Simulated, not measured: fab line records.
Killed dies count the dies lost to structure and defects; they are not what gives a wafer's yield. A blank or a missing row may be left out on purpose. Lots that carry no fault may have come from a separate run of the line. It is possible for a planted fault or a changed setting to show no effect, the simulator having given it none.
Struck lot and sound lot, side by side + flow n5Finfet + 25 steps out of a route of 1938
Sound: the wafers L120.1, L120.5, L120.6. Wafers L119.1, L119.5, L119.6 were the ones struck. The cause is given at the end.
Each step with rows lists, per side, the tool, then ch with its chambers, then its first start. Under that, the readings that differ: sound wafers + struck wafers + difference of the means + sigmas: that difference in standard deviations of wafers without a fault.
alike: readings with means less than 2 such deviations apart, plus words and numbers identical on both sides. not compared: withheld readings, readings lacking a value on some wafer, bounds such as >300 that could conceal the same value, and numbers that have no deviation in the record and whose values overlap.
A row with sigmas, a row that says differs or no value, or rows on one side alone: a step with any of these is where the two part. Non-overlapping numbers with no deviation appear without sigmas and do not part them. A reading that every wafer of one side lacks parts them only if that side has two wafers or more.

first, 11 steps without rows for these wafers: N5_BEOL_M4_ETCH_74 (etches underlayer in N2/H2, target depth 6.5 nm, time 5.2 s); N5_BEOL_M4_ETCH_63 (etches SiARC in CF4, target depth 15.6 nm, time 26 s); N5_BEOL_M4_ETCH_64 (etches SOC in N2/H2, target depth 75 nm, overetch 22.5 nm, time 121.9 s); N5_BEOL_M4_STRIP_65 (strips in N2/H2); N5_BEOL_M4_STRIP_75 (strips in N2/H2); N5_BEOL_M4_STRIP_66 (strips in CF4); N5_BEOL_M4_HM_OPEN_17 (chemistry Cl2/BCl3, target TiN, target depth 20 nm, overetch 6 nm); N5_BEOL_M4_STRIP_19 (strips in O2); N5_BEOL_M4_COAT_67 (time 60 s, resist thk 60 nm); N5_BEOL_M4_COAT_68 (time 60 s, resist thk 12 nm); N5_BEOL_M4_COAT_76 (time 60 s, resist thk 5 nm).
N5_BEOL_M4_COAT_22: resist thk 30 nm.
  sound on lithoTrack-05 ch 0, day 11 04:41; struck on lithoTrack-01 ch 0, day 10 23:25
| reading                                     | sound                | struck               | difference | sigmas      |
|---------------------------------------------|----------------------|----------------------|------------|-------------|
| spinSpeedRpm (rpm)                          | 1501.3 1499.9 1498.0 | 1628.4 1629.2 1628.8 | +129.1     | +99 or more |
| model.CAR-EUV_of_BEOL_M4_COAT_22.thkNm (nm) | 29.8 29.8 29.8       | 28.8 28.8 28.8       | -1.0       |             |
then, 9 steps without rows for these wafers: N5_BEOL_M4_EBR_24; N5_BEOL_M4_SOFTBAKE_23 (time 60 s); N5_BEOL_M4_EXPOSE_25 (exposes mask V3, defocus 5 nm); N5_BEOL_M4_PEB_26 (peb time 60 s); N5_BEOL_M4_DEVELOP_27 (develop time 30 s); N5_BEOL_M4_DESCUM_33 (chemistry O2, time 7 s); N5_BEOL_M4_ETCH_77 (etches underlayer in N2/H2, target depth 6.5 nm, time 5.2 s); N5_BEOL_M4_ETCH_69 (etches SiARC in CF4, target depth 15.6 nm, time 26 s); N5_BEOL_M4_ALD_98 (deposits SiO2, target thk 2.5 nm, pulse time 1 s, co reactant pulse time 1 s).
N5_BEOL_M4_ETCHBACK_99: etches SiO2 in CHF3, target depth 5 nm, time 10.4 s.
  sound on rieDiel-05 ch 0,2,3, day 11 05:30; struck on rieDiel-03 ch 1,2, day 11 01:34
| reading                                     | sound          | struck      | difference | sigmas |
|---------------------------------------------|----------------|-------------|------------|--------|
| model.CAR-EUV_of_BEOL_M4_COAT_22.thkNm (nm) | 10.2 10.2 10.2 | 9.2 9.2 9.2 | -1.0       |        |
  alike: drypumpMotorCurrentA, oesProductAu, rfVppV, showerheadPlenumPTorr, throttleValvePct
  not compared: rfHoursCounterH
then, 1 step without rows for these wafers: N5_BEOL_M4_ETCH_70 (etches SOC in N2/H2, target depth 80 nm, overetch 24 nm, time 130 s).
N5_BEOL_M4_RC_MEAS_101:
  sound on prober-02 ch 0, day 11 09:54; struck on prober-02 ch 0, day 11 07:30
  alike: DIBL_N, DIBL_P, IOFF_N, IOFF_P, ION_N, ION_P, SS_N, SS_P, VT_N, VT_P
-- the record jumps here: 4 days lie between the struck wafers' starts before and after (it left off in module BEOL_M4 and takes up again in module PASSIVATION, whose first step shown is number 1936 of the route) --
N5_PASSIVATION_PROBE_49:
  the record has rows for the struck wafers here (prober-02, day 15 01:33) and none for the sound ones

## WHERE THEY PART
First at N5_BEOL_M4_COAT_22; last, within this record, at N5_PASSIVATION_PROBE_49.

WHY: what the simulator had put in
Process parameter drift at N5_BEOL_M4_COAT_22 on lithoTrack-01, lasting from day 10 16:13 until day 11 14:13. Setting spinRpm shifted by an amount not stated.
